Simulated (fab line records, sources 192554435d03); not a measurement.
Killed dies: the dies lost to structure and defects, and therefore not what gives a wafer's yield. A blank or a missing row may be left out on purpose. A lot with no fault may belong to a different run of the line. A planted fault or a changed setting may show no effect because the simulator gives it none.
The tool behind it: which one? + flow n5_finfet + 24 lots with 72 wafers sampled at 4 steps, on a route of 1938 steps

WHAT EACH GAUGE READ, for each wafer
N5_BEOL_M2_THK_MEAS_01.
| lot  | measured     | on            | M2_ILD_THK (nm) |
|------|--------------|---------------|-----------------|
| L074 | day 6 14:29  | film_metro-02 | 77.4 78.6 78.9  |
| L075 | day 7 04:32  | film_metro-01 | 79.9 78.4 79.0  |
| L076 | day 7 12:35  | film_metro-01 | 77.6 77.6 79.0  |
| L077 | day 7 12:48  | film_metro-01 | 77.2 77.5 78.4  |
| L078 | day 7 15:27  | film_metro-01 | 78.6 77.1 79.9  |
| L079 | day 7 15:49  | film_metro-02 | 79.5 78.8 79.3  |
| L080 | day 8 01:35  | film_metro-01 | 76.7 78.0 78.5  |
| L081 | day 8 05:59  | film_metro-02 | 77.3 78.8 78.8  |
| L082 | day 8 09:13  | film_metro-02 | 77.6 77.3 78.6  |
| L083 | day 8 21:38  | film_metro-01 | 78.6 78.9 79.7  |
| L084 | day 9 00:03  | film_metro-02 | 79.2 80.5 80.2  |
| L086 | day 9 13:56  | film_metro-01 | 78.8 77.0 78.7  |
| L087 | day 9 16:13  | film_metro-02 | 77.7 78.0 80.1  |
| L085 | day 9 21:22  | film_metro-02 | 77.6 78.1 79.2  |
| L088 | day 10 00:55 | film_metro-01 | 79.1 79.3 80.4  |
| L089 | day 10 14:01 | film_metro-02 | 78.9 77.9 79.1  |
| L090 | day 10 16:16 | film_metro-01 | 79.5 79.2 79.8  |
| L091 | day 11 09:31 | film_metro-02 | 79.2 78.8 80.1  |
| L092 | day 11 11:20 | film_metro-01 | 77.0 79.8 78.1  |
| L093 | day 11 14:10 | film_metro-02 | 78.3 79.1 80.1  |
| L095 | day 11 22:47 | film_metro-01 | 78.8 79.9 79.5  |
| L094 | day 12 02:27 | film_metro-02 | 77.2 80.0 79.0  |
| L096 | day 12 09:16 | film_metro-01 | 78.9 78.2 79.8  |
| L097 | day 12 10:52 | film_metro-01 | 78.0 76.6 78.4  |

N5_BEOL_M2_OVL_MEAS_12.
| lot  | measured     | on         | M2_OVL (nm)    |
|------|--------------|------------|----------------|
| L074 | day 6 16:53  | overlay-02 | 0.2 0.6 0.8    |
| L075 | day 7 05:41  | overlay-01 | -0.4 -1.0 -0.1 |
| L076 | day 7 13:27  | overlay-01 | 1.6 1.0 1.5    |
| L077 | day 7 15:07  | overlay-02 | 0.2 -0.4 0.0   |
| L078 | day 7 16:48  | overlay-01 | 0.5 0.5 -0.2   |
| L079 | day 7 17:05  | overlay-02 | -1.7 0.0 -1.2  |
| L080 | day 8 02:49  | overlay-02 | 1.1 0.6 0.6    |
| L081 | day 8 07:17  | overlay-02 | 0.0 0.3 -0.6   |
| L082 | day 8 10:57  | overlay-02 | 0.7 0.2 0.4    |
| L083 | day 9 00:05  | overlay-02 | -0.1 0.2 0.6   |
| L084 | day 9 01:03  | overlay-02 | -0.2 0.7 0.2   |
| L086 | day 9 16:52  | overlay-02 | -0.4 -0.5 -0.5 |
| L087 | day 9 17:21  | overlay-02 | -0.4 0.5 0.5   |
| L085 | day 9 22:12  | overlay-02 | -0.3 1.1 0.3   |
| L088 | day 10 02:31 | overlay-02 | -0.6 -0.2 0.3  |
| L089 | day 10 14:58 | overlay-01 | -0.6 0.1 -0.7  |
| L090 | day 10 18:02 | overlay-01 | 0.2 0.4 0.1    |
| L091 | day 11 10:37 | overlay-02 | -1.3 0.3 -0.5  |
| L092 | day 11 13:26 | overlay-02 | -0.6 0.1 0.2   |
| L093 | day 11 16:50 | overlay-01 | -1.1 -0.1 -0.5 |
| L095 | day 11 23:38 | overlay-01 | 0.9 1.1 0.5    |
| L094 | day 12 05:24 | overlay-02 | 0.0 0.0 0.0    |
| L096 | day 12 10:47 | overlay-02 | 0.6 0.4 0.9    |
| L097 | day 12 11:36 | overlay-02 | -0.2 0.5 1.3   |

WHICH TOOL RAN EACH LOT (tool, then ch and the chambers of the sampled wafers, then the start)
| lot  | N5_BEOL_M1_SPUTTER_90        | N5_BEOL_M1_ANNEAL_93         |
|------|------------------------------|------------------------------|
| L074 | pvd_sputter-01, day 6 12:39  | pvd_sputter-01, day 6 12:57  |
| L075 | pvd_sputter-03, day 7 02:42  | pvd_sputter-03, day 7 03:00  |
| L076 | pvd_sputter-03, day 7 10:43  | pvd_sputter-03, day 7 11:01  |
| L077 | pvd_sputter-01, day 7 10:53  | pvd_sputter-01, day 7 11:13  |
| L078 | pvd_sputter-03, day 7 13:37  | pvd_sputter-03, day 7 13:55  |
| L079 | pvd_sputter-01, day 7 13:58  | pvd_sputter-01, day 7 14:16  |
| L080 | pvd_sputter-01, day 7 23:46  | pvd_sputter-01, day 8 00:04  |
| L081 | pvd_sputter-03, day 8 04:06  | pvd_sputter-03, day 8 04:24  |
| L082 | pvd_sputter-02, day 8 07:22  | pvd_sputter-02, day 8 07:40  |
| L083 | pvd_sputter-01, day 8 19:45  | pvd_sputter-01, day 8 20:03  |
| L084 | pvd_sputter-03, day 8 22:13  | pvd_sputter-03, day 8 22:31  |
| L086 | pvd_sputter-01, day 9 12:07  | pvd_sputter-01, day 9 12:25  |
| L087 | pvd_sputter-03, day 9 13:58  | pvd_sputter-03, day 9 14:16  |
| L085 | pvd_sputter-03, day 9 19:32  | pvd_sputter-03, day 9 19:50  |
| L088 | pvd_sputter-03, day 9 23:03  | pvd_sputter-03, day 9 23:21  |
| L089 | pvd_sputter-02, day 10 12:00 | pvd_sputter-02, day 10 12:18 |
| L090 | pvd_sputter-01, day 10 13:43 | pvd_sputter-01, day 10 14:01 |
| L091 | pvd_sputter-01, day 11 07:38 | pvd_sputter-01, day 11 07:56 |
| L092 | pvd_sputter-01, day 11 09:29 | pvd_sputter-01, day 11 09:47 |
| L093 | pvd_sputter-02, day 11 12:16 | pvd_sputter-02, day 11 12:34 |
| L095 | pvd_sputter-03, day 11 20:56 | pvd_sputter-03, day 11 21:14 |
| L094 | pvd_sputter-01, day 12 00:37 | pvd_sputter-01, day 12 00:55 |
| L096 | pvd_sputter-02, day 12 07:26 | pvd_sputter-02, day 12 07:44 |
| L097 | pvd_sputter-01, day 12 09:02 | pvd_sputter-01, day 12 09:20 |
- N5_BEOL_M1_SPUTTER_90: material Cu, target thk 4.5 nm, time 8.29 s.
- N5_BEOL_M1_ANNEAL_93: time 240 s.

AS READ BY THE TOOLS THEMSELVES (means over the sampled wafers that have a number; for cases with no such wafer, the mark the record gives instead)
N5_BEOL_M1_SPUTTER_90.
| lot  | tool           | throttle_valve_pct (%) |
|------|----------------|------------------------|
| L074 | pvd_sputter-01 | 30.2                   |
| L075 | pvd_sputter-03 | 30.3                   |
| L076 | pvd_sputter-03 | 31.2                   |
| L077 | pvd_sputter-01 | 30.4                   |
| L078 | pvd_sputter-03 | 31.9                   |
| L079 | pvd_sputter-01 | 30.5                   |
| L080 | pvd_sputter-01 | 30.4                   |
| L081 | pvd_sputter-03 | 30.1                   |
| L082 | pvd_sputter-02 | 29.5                   |
| L083 | pvd_sputter-01 | 30.5                   |
| L084 | pvd_sputter-03 | 30.5                   |
| L086 | pvd_sputter-01 | 30.6                   |
| L087 | pvd_sputter-03 | 31.3                   |
| L085 | pvd_sputter-03 | 31.3                   |
| L088 | pvd_sputter-03 | 31.0                   |
| L089 | pvd_sputter-02 | 29.4                   |
| L090 | pvd_sputter-01 | 30.4                   |
| L091 | pvd_sputter-01 | 30.4                   |
| L092 | pvd_sputter-01 | 30.7                   |
| L093 | pvd_sputter-02 | 29.2                   |
| L095 | pvd_sputter-03 | 31.0                   |
| L094 | pvd_sputter-01 | 30.4                   |
| L096 | pvd_sputter-02 | 29.6                   |
| L097 | pvd_sputter-01 | 30.6                   |

N5_BEOL_M1_ANNEAL_93.
| lot  | tool           | heater_power_w (W) | susceptor_temp_C_max |
|------|----------------|--------------------|----------------------|
| L074 | pvd_sputter-01 | 756                | 400.9                |
| L075 | pvd_sputter-03 | 840                | 401.4                |
| L076 | pvd_sputter-03 | 828                | 400.8                |
| L077 | pvd_sputter-01 | 781                | 401.0                |
| L078 | pvd_sputter-03 | 838                | 400.8                |
| L079 | pvd_sputter-01 | 825                | 401.0                |
| L080 | pvd_sputter-01 | 809                | 400.6                |
| L081 | pvd_sputter-03 | 810                | 400.5                |
| L082 | pvd_sputter-02 | 816                | 401.3                |
| L083 | pvd_sputter-01 | 786                | 400.9                |
| L084 | pvd_sputter-03 | 823                | 401.1                |
| L086 | pvd_sputter-01 | 795                | 400.9                |
| L087 | pvd_sputter-03 | 826                | 401.4                |
| L085 | pvd_sputter-03 | 826                | 400.9                |
| L088 | pvd_sputter-03 | 810                | 400.8                |
| L089 | pvd_sputter-02 | 814                | 401.2                |
| L090 | pvd_sputter-01 | 782                | 400.9                |
| L091 | pvd_sputter-01 | 808                | 400.7                |
| L092 | pvd_sputter-01 | 788                | 400.6                |
| L093 | pvd_sputter-02 | 834                | 401.2                |
| L095 | pvd_sputter-03 | 834                | 401.0                |
| L094 | pvd_sputter-01 | 778                | 400.9                |
| L096 | pvd_sputter-02 | 815                | 401.4                |
| L097 | pvd_sputter-01 | 817                | 400.5                |

THE ANSWER, worked out from the rows above alone
Rule: the lots themselves supply what counts as usual. The widest of any qualifying gaps counts: lots, ordered by their means at a reading, are off when they make up no more than a third of the lots, leave a main group of 4 or more, and stand apart from it by 3 or more times the standard deviation of that group's means. A main group is skipped when, at the precision printed for the reading in the tables above, its means are all equal. Also off: a lot with no number at a reading for which 4 or more lots have one. Any other lot the step has rows for is counted as sound. After the gauges, taken in route order, come the tools' own readings; for these a lot's mean is taken, as printed above. The first step at which some lot is off is used, and at that step the reading that is off furthest; a lot without a number counts as furthest.
No lot is off at any reading shown: from this, nothing can be told.

WHAT WAS PUT IN BY THE SIMULATOR
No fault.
